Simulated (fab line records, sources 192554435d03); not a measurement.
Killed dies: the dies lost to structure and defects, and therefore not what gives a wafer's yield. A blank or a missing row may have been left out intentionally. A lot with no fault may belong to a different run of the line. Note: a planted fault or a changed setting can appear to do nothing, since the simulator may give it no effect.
Which of the tools did it? :: flow n5-finfet :: route of 1938 steps, sampled at 1 step: 7 lots, 21 wafers

== WHAT THE GAUGES READ, wafer by wafer ==
N5_BEOL_M9_THK_MEAS_53: measures by xrf.
lot: L213
measured: day 9 14:55
on: film-metro-02
M9_THK (nm): 146 144 144

lot: L219
measured: day 11 05:23
on: film-metro-01
M9_THK (nm): 147 146 147

lot: L225
measured: day 12 22:32
on: film-metro-02
M9_THK (nm): 145 142 145

lot: L228
measured: day 14 02:11
on: film-metro-02
M9_THK (nm): 144 140 143

lot: L231
measured: day 15 06:58
on: film-metro-01
M9_THK (nm): 142 142 143

lot: L234
measured: day 15 23:36
on: film-metro-01
M9_THK (nm): 145 144 145

lot: L236
measured: day 16 19:55
on: film-metro-02
M9_THK (nm): 145 146 140

== WHAT TOOL EACH LOT RAN ON (gives the tool, then ch and the chambers of the sampled wafers, and finally the start) ==
Record: no process step prior to these readings.

== THE ANSWER, worked out from the rows above alone ==
Rule: usual is defined by the lots themselves. Put in order of their means at a reading, lots are off if they are a third of the lots or fewer, leave a main group of 4 or more, and stand apart from it by a gap of 3 or more times the standard deviation of the main group's means; of several such gaps the widest counts. A main group is skipped when, at the precision printed for the reading in the tables above, its means are all equal. Also off: a lot with no number at a reading for which 4 or more lots have one. Any other lot the step has rows for is counted as sound.
Across all readings shown, no lot is off: no conclusion can be drawn from this.

== WHAT HAD BEEN PUT IN BY THE SIMULATOR ==
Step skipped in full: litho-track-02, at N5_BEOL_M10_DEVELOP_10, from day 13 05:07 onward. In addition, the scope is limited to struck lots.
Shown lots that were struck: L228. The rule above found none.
